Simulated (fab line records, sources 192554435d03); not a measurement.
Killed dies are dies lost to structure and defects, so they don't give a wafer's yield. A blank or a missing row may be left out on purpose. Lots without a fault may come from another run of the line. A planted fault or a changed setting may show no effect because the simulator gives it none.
fab line records | flow n5_finfet | part 1 of 2: steps 1 to 23 of 32
record lots=5 wafers=15 last_day=17
route steps=1938 shown BEOL_M6@1237 BEOL_M7@1263
lots that met no fault: from a run of the same line without faults
start_h: hours from the record's first day to the start of the lot's first wafer shown | wait_h: hours since the lot's step before | " the same as in the row above | L1.1+2: a row that stands for several wafers | - no value, or no start given | * or withheld: withheld | < > ~ a bound
route shown NAME@n: a module of which the file shows steps, and the number in the route of the first | usual: mean/standard deviation of fault-free wafers | same: alike in all rows | chamber/n: place in a boat | sites: the reading at each site | _std_site: their standard deviation | _edge_site: outer sites' mean less inner sites' | radius_mm: how far each site lies from the wafer's centre | mask NAME#n: copy n | behind: the tool/chamber that last shaped the wafer | hold: why the lot was held/for how many hours/how that ended | device: the transistor (n, p or np) that didn't switch | end of line: the same wafers' tests at the end of the route | a step without rows: its recipe alone | killed: dies lost to structure and defects at the first sort, not the wafer's yield | map: a wafer's dies, x killed, . not, _ none there
set.NAME: the setting as run; set.NAME@STEP: as run at that earlier step | model.NAME: the simulator's own value behind a step, which no gauge read
lots at some steps of the route; a table a step, a row a wafer
services: from which hour (start_h, from the record's first day; less than 0 if before it) a tool's chamber was out of use, for how many hours, and why
## steps
# step N5_BEOL_M6_STRIP_76
# recipe chemistry=C4F6/O2 resist=SiARC rf_frequency_hz=6e+07
# columns lot.wafer tool chamber start_h wait_h
L079.2+5+6 rie_diel-04 0,2,3 218.20 0.0
L081.2+5+6 rie_diel-04 1,3,2 232.10 0.0
L083.2+3+6 rie_diel-04 1,3,0 253.38 0.0
L092.1+3+6 rie_diel-02 1,2,1 300.20 0.0
L094.1+4+6 rie_diel-01 2,0,3 313.16 0.0
# step N5_BEOL_M6_STRIP_36
# recipe chemistry=N2/H2 power_w=450 temp_c=40 pressure_mtorr=20 rf_frequency_hz=6e+07 overash_fraction=0.3 bias_power_w=7 h2_frac=0.5 n2_flow_sccm=200 h2_flow_sccm=200
# usual drypump_motor_current_A=5.8/0.42 oes_product_au=0.79/0.087 rf_vpp_V=59.2/1.3 showerhead_plenum_p_Torr=2.54/0.051 throttle_valve_pct=23.60/0.28
# columns lot.wafer tool chamber start_h wait_h drypump_motor_current_A oes_product_au rf_hours_counter_h rf_vpp_V showerhead_plenum_p_Torr throttle_valve_pct
L079.2 rie_diel-04 0 218.21 0.0 5.3 0.69 217 58.5 2.52 23.60
L079.5 " 2 " " 6.0 0.78 - 59.5 2.55 23.43
L079.6 " 3 " " 5.6 0.99 - 59.5 2.59 23.29
L081.2 rie_diel-04 1 232.11 0.0 5.5 0.79 108 62.4 2.56 23.95
L081.5 " 3 " " 5.6 0.97 - 60.3 2.58 23.35
L081.6 " 2 " " 6.0 0.78 - 60.0 2.55 23.44
L083.2 rie_diel-04 1 253.39 0.0 5.6 0.79 116 58.5 2.56 23.91
L083.3 " 3 " " 5.6 0.93 16 59.8 2.58 23.34
L083.6 " 0 " " 5.3 0.69 - 59.8 2.51 23.63
L092.1 rie_diel-02 1 300.21 0.0 5.9 0.73 195 57.8 2.50 23.48
L092.3 " 2 " " 6.6 0.72 214 61.1 2.62 24.08
L092.6 " 1 " " 5.8 0.72 - 56.3 2.50 23.46
L094.1 rie_diel-01 2 313.17 0.0 5.6 0.73 155 59.4 2.44 24.06
L094.4 " 0 " " 5.9 0.70 217 59.9 2.41 23.80
L094.6 " 3 " " 6.7 0.95 - 59.2 2.58 23.34
# step N5_BEOL_M6_TRENCH_ETCH_37
# recipe chemistry=C4F6/O2 target_depth_a=944.35 target=SiCOH_lowk time_s=31.5 ion_energy_ev=250 pressure_mtorr=30 source_w=345 bias_w=185 Ar_flow_sccm=300 C4F6_flow_sccm=10 O2_flow_sccm=10
# usual drypump_motor_current_A=5.8/0.42 oes_o_777_au=0.79/0.092 oes_product_au=0.78/0.088 rf_vpp_V=662/9.6 showerhead_plenum_p_Torr=2.86/0.068 throttle_valve_pct=21.02/0.21
# columns lot.wafer tool chamber start_h wait_h drypump_motor_current_A oes_o_777_au oes_product_au rf_hours_counter_h rf_vpp_V showerhead_plenum_p_Torr throttle_valve_pct
L079.2 rie_diel-04 0 - - 5.3 0.71 0.69 217 643 2.83 21.02
L079.5 " 2 " " 6.0 0.74 0.77 - 661 2.87 20.66
L079.6 " 3 " " 5.6 1.02 0.98 - 679 2.92 21.04
L081.2 rie_diel-04 1 - - 5.5 0.80 0.79 108 661 2.88 21.20
L081.5 " 3 " " 5.6 0.99 0.97 - 678 2.92 21.05
L081.6 " 2 " " 6.0 0.73 0.77 - 663 2.86 20.69
L083.2 rie_diel-04 1 - - 5.5 0.79 0.79 116 663 2.87 21.21
L083.3 " 3 " " 5.6 0.97 0.94 16 680 2.92 21.07
L083.6 " 0 " " 5.3 0.70 0.68 - 645 2.82 21.04
L092.1 rie_diel-02 1 - - 5.8 0.75 0.73 195 654 2.84 21.21
L092.3 " 2 " " 6.6 0.73 0.72 214 660 2.96 21.54
L092.6 " 1 " " 5.8 0.75 0.73 - 653 2.84 21.22
L094.1 rie_diel-01 2 - - 5.6 0.73 0.72 155 665 2.71 20.95
L094.4 " 0 " " 5.9 0.69 0.70 217 654 2.70 20.82
L094.6 " 3 " " 6.7 0.96 0.97 - 677 2.92 20.95
# step N5_BEOL_M6_ETCH_41
# recipe chemistry=CH3F/O2 target=SiCN target_depth_a=297 taper_deg=2 time_s=52 ion_energy_ev=120 mask_material=TiN pressure_mtorr=30 source_w=395 bias_w=75 Ar_flow_sccm=150 CH3F_flow_sccm=30 O2_flow_sccm=20
# usual drypump_motor_current_A=5.8/0.42 oes_product_au=0.78/0.089 rf_vpp_V=297.3/1.1 showerhead_plenum_p_Torr=2.01/0.049 throttle_valve_pct=16.40/0.19
# columns lot.wafer tool chamber start_h wait_h drypump_motor_current_A oes_product_au rf_hours_counter_h rf_vpp_V showerhead_plenum_p_Torr throttle_valve_pct
L079.2 rie_diel-04 0 - - 5.3 0.68 217 296.9 1.99 16.40
L079.5 " 2 " " 6.0 0.77 - 298.0 2.01 16.09
L079.6 " 3 " " 5.6 0.99 - 298.7 2.06 16.38
L081.2 rie_diel-04 1 - - 5.5 0.79 108 296.5 2.02 16.52
L081.5 " 3 " " 5.6 0.96 - 298.8 2.06 16.37
L081.6 " 2 " " 6.0 0.77 - 297.7 2.01 16.10
L083.2 rie_diel-04 1 - - 5.5 0.79 116 298.3 2.02 16.52
L083.3 " 3 " " 5.6 0.95 16 298.7 2.05 16.39
L083.6 " 0 " " 5.3 0.68 - 296.3 1.98 16.42
L092.1 rie_diel-02 1 - - 5.8 0.73 195 295.8 1.99 16.61
L092.3 " 2 " " 6.6 0.71 214 298.4 2.08 16.88
L092.6 " 1 " " 5.8 0.73 - 297.1 1.99 16.60
L094.1 rie_diel-01 2 - - 5.6 0.72 155 295.6 1.90 16.41
L094.4 " 0 " " 5.9 0.70 217 296.3 1.89 16.27
L094.6 " 3 " " 6.7 0.97 - 297.2 2.05 16.27
# step N5_BEOL_M6_STRIP_80
# recipe chemistry=N2/H2 time_s=10 power_w=450 temp_c=40 pressure_mtorr=20 rf_frequency_hz=6e+07 bias_power_w=7 n2_flow_sccm=200 h2_flow_sccm=200
# usual drypump_motor_current_A=5.8/0.42 oes_product_au=0.79/0.088 rf_vpp_V=59.1/0.81 showerhead_plenum_p_Torr=2.54/0.051 throttle_valve_pct=23.60/0.28
# columns lot.wafer tool chamber start_h wait_h drypump_motor_current_A oes_product_au rf_hours_counter_h rf_vpp_V showerhead_plenum_p_Torr throttle_valve_pct
L079.2 rie_diel-04 0 - - 5.3 0.70 217 60.1 2.52 23.61
L079.5 " 2 " " 5.9 0.77 - 58.4 2.55 23.41
L079.6 " 3 " " 5.6 1.00 - 59.2 2.58 23.32
L081.2 rie_diel-04 1 - - 5.5 0.79 108 59.7 2.56 23.92
L081.5 " 3 " " 5.6 0.97 - 59.3 2.58 23.35
L081.6 " 2 " " 5.9 0.77 - 60.1 2.55 23.42
L083.2 rie_diel-04 1 - - 5.6 0.78 116 59.1 2.56 23.92
L083.3 " 3 " " 5.6 0.93 16 59.1 2.58 23.34
L083.6 " 0 " " 5.3 0.68 - 58.6 2.51 23.61
L092.1 rie_diel-02 1 - - 5.8 0.73 195 59.2 2.50 23.49
L092.3 " 2 " " 6.7 0.72 214 61.1 2.61 24.05
L092.6 " 1 " " 5.8 0.73 - 59.6 2.50 23.48
L094.1 rie_diel-01 2 - - 5.6 0.72 155 57.8 2.44 24.06
L094.4 " 0 " " 5.9 0.70 217 58.2 2.41 23.78
L094.6 " 3 " " 6.7 0.97 - 58.1 2.58 23.32
# step N5_BEOL_M6_OCD_MEAS_38
# usual trench_depth_nm=93.6/1.5
# columns lot.wafer tool chamber start_h wait_h trench_depth_nm
L079.2 ocd-01 - 218.41 - 92.8
L079.5 " - " " 92.8
L079.6 " - " " 95.0
L081.2 ocd-01 - 232.30 - 94.5
L081.5 " - " " 95.0
L081.6 " - " " 93.4
L083.2 ocd-01 - 253.58 - 96.0
L083.3 " - " " 94.1
L083.6 " - " " 92.4
L092.1 ocd-02 - 300.41 - 92.8
L092.3 " - " " 94.2
L092.6 " - " " 92.8
L094.1 ocd-02 - 313.36 - 90.7
L094.4 " - " " 91.3
L094.6 " - " " 97.6
# step N5_BEOL_M6_HM_STRIP_39
# recipe chemistry=peroxide_tin_strip material=TiN target_depth_a=250 temp_c=50 time_s=158
# columns lot.wafer tool chamber start_h wait_h
L079.2+5+6 wet_bench-05 1,4,6 218.44 0.0
L081.2+5+6 wet_bench-05 1,7,0 232.33 0.0
L083.2+3+6 wet_bench-03 2,0,1 253.61 0.0
L092.1+3+6 wet_bench-06 3,7,6 300.44 0.0
L094.1+4+6 wet_bench-03 1,6,3 313.40 0.0
# step N5_BEOL_M6_SRD_40
# recipe time_s=30 temp_c=23 rinse_liquid=diw dry=ipa_marangoni
# columns lot.wafer tool chamber start_h wait_h
L079.2+5+6 wet_bench-05 1,4,6 218.49 0.0
L081.2+5+6 wet_bench-05 1,7,0 232.38 0.0
L083.2+3+6 wet_bench-03 2,0,1 253.66 0.0
L092.1+3+6 wet_bench-06 3,7,6 300.49 0.0
L094.1+4+6 wet_bench-03 1,6,3 313.44 0.0
# step N5_BEOL_M6_PRECLEAN_42
# recipe chemistry=residue_remover time_s=60 temp_c=40
# columns lot.wafer tool chamber start_h wait_h
L079.2+5+6 wet_bench-05 1,4,6 218.51 0.0
L081.2+5+6 wet_bench-05 1,7,0 232.40 0.0
L083.2+3+6 wet_bench-03 2,0,1 253.68 0.0
L092.1+3+6 wet_bench-06 3,7,6 300.50 0.0
L094.1+4+6 wet_bench-03 1,6,3 313.46 0.0
# step N5_BEOL_M6_SRD_43
# recipe time_s=30 temp_c=23 rinse_liquid=diw dry=ipa_marangoni
# columns lot.wafer tool chamber start_h wait_h
L079.2+5+6 wet_bench-05 1,4,6 218.53 0.0
L081.2+5+6 wet_bench-05 1,7,0 232.41 0.0
L083.2+3+6 wet_bench-03 2,0,1 253.69 0.0
L092.1+3+6 wet_bench-06 3,7,6 300.52 0.0
L094.1+4+6 wet_bench-03 1,6,3 313.48 0.0
# step N5_BEOL_M6_CD_MEAS_35
# recipe target_cd_nm=40 target_cd_y_nm=28 polarity=opening
# usual cd_nm=40.0/0.57
# columns lot.wafer tool chamber start_h wait_h cd_nm
L079.2 cd_sem-01 - 218.57 0.0 40.0
L079.5 " - " " 39.7
L079.6 " - " " 40.5
L081.2 cd_sem-02 - 232.46 0.0 39.4
L081.5 " - " " 39.6
L081.6 " - " " 40.6
L083.2 cd_sem-02 - 253.73 0.0 39.7
L083.3 " - " " 39.1
L083.6 " - " " 39.8
L092.1 cd_sem-01 - 300.56 0.0 40.0
L092.3 " - " " 40.2
L092.6 " - " " 39.8
L094.1 cd_sem-03 - 313.51 0.0 40.6
L094.4 " - " " 40.4
L094.6 " - " " 40.3
# step N5_BEOL_M6_CURE_75
# recipe temp_c=370 time_s=120 ambient=DMADMS/He material=SiCOH_lowk
# usual lamp_power_pct=52.31/0.055 wafer_temp_C_max=371.5/0.45
# columns lot.wafer tool chamber start_h wait_h lamp_power_pct wafer_temp_C_max
L079.2 uv_cure-02 0 218.68 0.1 52.30 371.1
L079.5 " 0 " " 52.32 371.0
L079.6 " 0 " " 52.40 371.5
L081.2 uv_cure-02 1 232.55 0.1 52.32 371.3
L081.5 " 1 " " 52.25 370.7
L081.6 " 1 " " 52.27 370.7
L083.2 uv_cure-02 2 253.83 0.1 52.26 371.9
L083.3 " 2 " " 52.34 371.6
L083.6 " 2 " " 52.44 371.8
L092.1 uv_cure-01 2 300.60 0.0 52.24 372.2
L092.3 " 2 " " 52.32 371.8
L092.6 " 2 " " 52.40 371.9
L094.1 uv_cure-01 2 313.56 0.0 52.31 371.8
L094.4 " 2 " " 52.37 371.8
L094.6 " 2 " " 52.27 371.1
# step N5_BEOL_M6_DEGAS_44
# recipe ambient=vacuum temp_c=250 time_s=60
# usual heater_power_w=323/36
# columns lot.wafer tool chamber start_h wait_h heater_power_w
L079.2 pvd_sputter-03 - 218.99 0.3 315
L079.5 " - " " 342
L079.6 " - " " 269
L081.2 pvd_sputter-02 - 232.93 0.3 297
L081.5 " - " " 417
L081.6 " - " " 301
L083.2 pvd_sputter-03 - 254.21 0.3 274
L083.3 " - " " 303
L083.6 " - " " 278
L092.1 pvd_sputter-03 - 301.00 0.3 278
L092.3 " - " " 329
L092.6 " - " " 325
L094.1 pvd_sputter-01 - 314.32 0.7 309
L094.4 " - " " 373
L094.6 " - " " 307
# step N5_BEOL_M6_PRE_CLEAN_45
# recipe gas=H2/He time_s=30 temp_c=250
# usual heater_power_w=322/36
# columns lot.wafer tool chamber start_h wait_h heater_power_w
L079.2 pvd_sputter-03 - 219.03 0.0 308
L079.5 " - " " 335
L079.6 " - " " 280
L081.2 pvd_sputter-02 - 232.97 0.0 303
L081.5 " - " " 418
L081.6 " - " " 300
L083.2 pvd_sputter-03 - 254.25 0.0 273
L083.3 " - " " 303
L083.6 " - " " 281
L092.1 pvd_sputter-03 - 301.04 0.0 280
L092.3 " - " " 334
L092.6 " - " " 332
L094.1 pvd_sputter-01 - 314.36 0.0 312
L094.4 " - " " 376
L094.6 " - " " 316
# step N5_BEOL_M6_ALD_77
# recipe material=TaN target_thk_a=20 temp_c=275 ald_precursor_family=PDMAT ald_co_reactant=NH3 pressure_torr=3 carrier_flow_sccm=1500 pulse_time_s=2 purge_time_s=3 co_reactant_purge_time_s=2 co_reactant_pulse_time_s=3 ald_cycles=40 precursor_vessel_temp_c=75 precursor_vessel_pressure_torr=26.25 precursor_vessel_carrier_sccm=1000
# usual heater_power_w=448/39
# same pulse_time_s=2
# columns lot.wafer tool chamber start_h wait_h heater_power_w
L079.2 ald_metal-03 2 219.15 0.1 530
L079.5 " 1 " " 425
L079.6 " 2 " " 523
L081.2 ald_metal-01 2 233.03 0.0 449
L081.5 " 1 " " 469
L081.6 " 0 " " 443
L083.2 ald_metal-03 1 254.31 0.0 413
L083.3 " 3 " " 510
L083.6 " 2 " " 510
L092.1 ald_metal-01 0 301.10 0.0 426
L092.3 " 3 " " 447
L092.6 " 2 " " 455
L094.1 ald_metal-03 3 314.42 0.0 502
L094.4 " 0 " " 407
L094.6 " 1 " " 429
# step N5_BEOL_M6_SURFACE_TREAT_79
# recipe gas=Ar time_s=* ion_energy_ev=* ion_current_ma_cm2=0.5 pressure_mtorr=* ar_flow_sccm=30
# usual throttle_valve_pct=*
# columns lot.wafer tool chamber start_h wait_h throttle_valve_pct
L079.2 pvd_sputter-01 - 219.47 0.2 *
L079.5 " - " " *
L079.6 " - " " *
L081.2 pvd_sputter-02 - 233.45 0.3 *
L081.5 " - " " *
L081.6 " - " " *
L083.2 pvd_sputter-02 - 254.62 0.2 *
L083.3 " - " " *
L083.6 " - " " *
L092.1 pvd_sputter-01 - 301.60 0.4 *
L092.3 " - " " *
L092.6 " - " " *
L094.1 pvd_sputter-01 - 314.86 0.3 *
L094.4 " - " " *
L094.6 " - " " *
# step N5_BEOL_M6_CVD_78
# recipe material=Co target_thk_a=20 temp_c=withheld precursor=CCTBA/H2 pressure_torr=30 time_s=142.3
# columns lot.wafer tool chamber start_h wait_h
L079.2+5+6 cvd_co-02 0,0,2 219.57 0.1
L081.2+5+6 cvd_co-01 1,2,0 233.53 0.1
L083.2+3+6 cvd_co-02 2,1,0 254.68 0.0
L092.1+3+6 cvd_co-01 1,2,2 301.68 0.1
L094.1+4+6 cvd_co-01 1,1,2 314.93 0.1
# step N5_BEOL_M6_SPUTTER_48
# recipe material=Cu target_thk_a=100 temp_c=-20 bias_v=60 power_w=26000 chamber_pressure_pa=0.13 time_s=1.667
# usual throttle_valve_pct=29.9/0.94
# columns lot.wafer tool chamber start_h wait_h throttle_valve_pct
L079.2 pvd_sputter-01 - 219.77 0.2 30.7
L079.5 " - " " 30.6
L079.6 " - " " 29.6
L081.2 pvd_sputter-02 - 233.69 0.1 29.1
L081.5 " - " " 29.0
L081.6 " - " " 29.0
L083.2 pvd_sputter-03 - 254.87 0.1 30.7
L083.3 " - " " 28.6
L083.6 " - " " 29.0
L092.1 pvd_sputter-03 - 303.03 1.3 30.6
L092.3 " - " " 28.3
L092.6 " - " " 30.7
L094.1 pvd_sputter-01 - 315.06 0.1 31.5
L094.4 " - " " 30.4
L094.6 " - " " 31.6
# step N5_BEOL_M6_ECD_50
# recipe material=Cu target_thk_a=3000
# columns lot.wafer tool chamber start_h wait_h
L079.2+5+6 ecd_cu-02 0,1,0 219.88 0.1
L081.2+5+6 ecd_cu-01 1,0,1 233.81 0.1
L083.2+3+6 ecd_cu-01 0,1,1 254.98 0.1
L092.1+3+6 ecd_cu-01 0,0,1 303.15 0.1
L094.1+4+6 ecd_cu-01 0,1,1 315.17 0.1
# step N5_BEOL_M6_ANNEAL_51
# recipe temp_c=225 time_s=90 ambient=N2
# usual anneal_temp_c=224.95/0.17 wafer_temp_C_max=225.9/0.32
# columns lot.wafer tool chamber start_h wait_h anneal_temp_c wafer_temp_C_max
L079.2 rtp_anneal-02 0 220.02 0.1 224.69 225.8
L079.5 " 0 " " 225.10 225.6
L079.6 " 0 " " 225.16 225.9
L081.2 rtp_anneal-01 0 233.94 0.1 224.75 226.7
L081.5 " 0 " " 224.97 226.4
L081.6 " 0 " " 224.94 226.3
L083.2 rtp_anneal-01 0 255.23 0.2 225.21 226.8
L083.3 " 0 " " 224.97 226.2
L083.6 " 0 " " 224.86 226.0
L092.1 rtp_anneal-01 0 303.24 0.1 224.77 226.0
L092.3 " 0 " " 224.67 225.9
L092.6 " 0 " " 224.68 225.9
L094.1 rtp_anneal-02 0 315.40 0.2 225.13 225.9
L094.4 " 0 " " 225.29 225.8
L094.6 " 0 " " 224.95 225.5
# step N5_BEOL_M6_CMP_52
# recipe stop_on=SiCOH_lowk t_overpolish_s=6.9 down_force_psi=1 platen_rpm=50 clearing_platen_down_force_psi=1.5 clearing_platen_rpm=50 post_cmp_clean=cu_alkaline target_thk_nm=80 clearing_platen_pad_velocity_m_s=0.99484 pad_velocity_m_s=0.99484
# usual barrier_field_endpoint_s=29.0/0.68 motor_current_A=6.1/0.53 overpolish_run_s=6.901/0.0092 slurry_flow_ml_min=150.0/0.5 time_to_endpoint_s=62/3
# columns lot.wafer tool chamber start_h wait_h barrier_field_endpoint_s motor_current_A overpolish_run_s slurry_flow_ml_min time_to_endpoint_s
L079.2 cmp-01 3 220.33 0.3 28.8 5.3 6.888 149.6 63
L079.5 " 2 " " 29.2 6.9 6.892 151.0 63
L079.6 " 3 " " 28.9 5.2 6.916 149.7 62
L081.2 cmp-03 3 234.27 0.3 27.7 5.9 6.901 149.8 58
L081.6 " 1 " " 28.4 7.0 6.909 150.1 63
L081.5 " 2 " " 29.2 6.1 6.901 149.6 65
L083.2 cmp-02 2 255.48 0.2 28.6 6.2 6.896 149.6 59
L083.3 " 3 " " 28.4 6.2 6.906 149.9 60
L083.6 " 3 " " 28.6 6.1 6.902 150.6 60
L092.1 cmp-02 3 303.58 0.3 29.4 6.0 6.899 149.8 59
L092.3 " 0 " " 28.3 6.0 6.896 149.6 58
L092.6 " 2 " " 28.9 5.9 6.897 150.5 62
L094.4 cmp-02 0 315.74 0.2 28.5 6.0 6.918 149.9 58
L094.1 " 1 " " 28.8 6.7 6.891 148.9 61
L094.6 " 0 " " 27.6 6.1 6.908 150.0 58
# step N5_BEOL_M6_THK_MEAS_53
# recipe thk_meas_gauge=xrf reads=Cu_of_BEOL_M6_ECD_50
# usual M6_THK=81.5/1.9
# columns lot.wafer tool chamber start_h wait_h M6_THK[nm]
L079.2 film_metro-01 - 220.58 - 79.5
L079.5 " - " " 82.3
L079.6 " - " " 82.1
L081.2 film_metro-01 - 234.49 - 81.9
L081.5 " - " " 84.1
L081.6 " - " " 80.6
L083.2 film_metro-01 - 255.78 - 84.0
L083.3 " - " " 83.7
L083.6 " - " " 81.3
L092.1 film_metro-01 - 303.83 - 79.1
L092.3 " - " " 80.7
L092.6 " - " " 80.0
L094.1 film_metro-02 - 316.00 - 77.6
L094.4 " - " " 77.6
L094.6 " - " " 83.5
# step N5_BEOL_M6_PRE_CLEAN_55
# recipe gas=NH3 time_s=15 temp_c=withheld rf_power_w=300
# columns lot.wafer tool chamber start_h wait_h
L079.2+5+6 pecvd-04 1,1,2 220.62 0.0
L081.2+5+6 pecvd-01 1,2,1 234.53 0.0
L083.2+3+6 pecvd-04 0,2,2 255.82 0.0
L092.1+3+6 pecvd-02 0,0,1 303.87 0.0
L094.1+4+6 pecvd-04 2,2,0 316.04 0.0
